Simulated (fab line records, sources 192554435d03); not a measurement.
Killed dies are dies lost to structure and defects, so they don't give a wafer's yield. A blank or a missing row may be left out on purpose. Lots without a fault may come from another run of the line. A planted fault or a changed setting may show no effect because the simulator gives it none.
A struck lot beside a sound one | flow n5_finfet | 14 steps out of a route of 1938
Sound: wafers L294.1, L294.4, L294.5. Struck: wafers L300.1, L300.4, L300.6. The cause comes at the end.
At each step with rows: each side's tool, then ch and its chambers, then its first start. Under that, the readings that differ: sound wafers | struck wafers | difference of the means | sigmas: that difference in standard deviations of wafers without a fault.
alike: readings whose means differ by less than 2 such deviations, and words and numbers that are the same on both sides. not compared: withheld readings, readings that some wafer has no value for, bounds like >300 that may hide the same value, and numbers for which the record gives no deviation and whose values overlap.
The two part at a step that has a row with sigmas, a row that says differs or no value, or rows on one side only. Numbers that don't overlap but have no deviation are shown without sigmas and don't part them. A reading that every wafer of one side lacks parts them only if that side has two wafers or more.

first, 4 steps without rows for these wafers: N5_HKMG_FIN_PRECLEAN_64 (cleans in dHF, time 30 s); N5_HKMG_FIN_WET_ETCH_65 (etches a-Si in TMAH, stops on TiN, time 49 s, target depth 3 nm); N5_HKMG_FIN_WET_ETCH_81 (etches TiN in SC1, stops on HfO2, time 57 s, target depth 6 nm); N5_HKMG_FIN_WET_ETCH_82 (etches La2O3 in dHCl, stops on HfO2, target depth 2 nm, rinse time 30 s).
N5_HKMG_FIN_ALD_36: deposits TiN, target thk 1 nm, pulse time 1 s, purge time 3 s.
  sound on ald_metal-01 ch 1,2,3, day 6 05:43; struck on ald_metal-01 ch 1,3, day 8 02:32
  alike: heater_power_w, precursor_pulse_height_rel, susceptor_temp_C
N5_HKMG_FIN_THK_MEAS_70: measures by xrf.
  sound on film_metro-02, day 6 05:59; struck on film_metro-02, day 8 02:49
  alike: HK_THK
N5_HKMG_FIN_PWFM_ALD_03: deposits TiN, target thk 2 nm, pulse time 1 s, purge time 3 s.
  sound on ald_metal-04 ch 0,3, day 6 06:02; struck on ald_metal-02 ch 0,2, day 8 02:51
  alike: heater_power_w, precursor_pulse_height_rel, susceptor_temp_C
then, 5 steps without rows for these wafers: N5_HKMG_FIN_COAT_29 (time 60 s, resist thk 300 nm); N5_HKMG_FIN_COAT_30 (time 60 s, resist thk 35 nm); N5_HKMG_FIN_COAT_06 (resist thk 90 nm); N5_HKMG_FIN_EBR_08; N5_HKMG_FIN_SOFTBAKE_07 (time 60 s).
N5_HKMG_FIN_EXPOSE_09: exposes mask NWFM.
  sound on arfi_scanner-01 ch 0, day 6 06:44; struck on arfi_scanner-01, day 8 03:34
  no value came back on the struck wafers for exposure_dose_mJ_cm2, focus_offset_nm (nm); on the sound wafers exposure_dose_mJ_cm2 reads 39.24 39.25 39.16
  alike: mask
then, 1 step without rows for these wafers: N5_HKMG_FIN_PEB_10 (peb time 60 s).

WHERE THEY PART
Only at N5_HKMG_FIN_EXPOSE_09, within this record.

WHY: what the simulator had put in
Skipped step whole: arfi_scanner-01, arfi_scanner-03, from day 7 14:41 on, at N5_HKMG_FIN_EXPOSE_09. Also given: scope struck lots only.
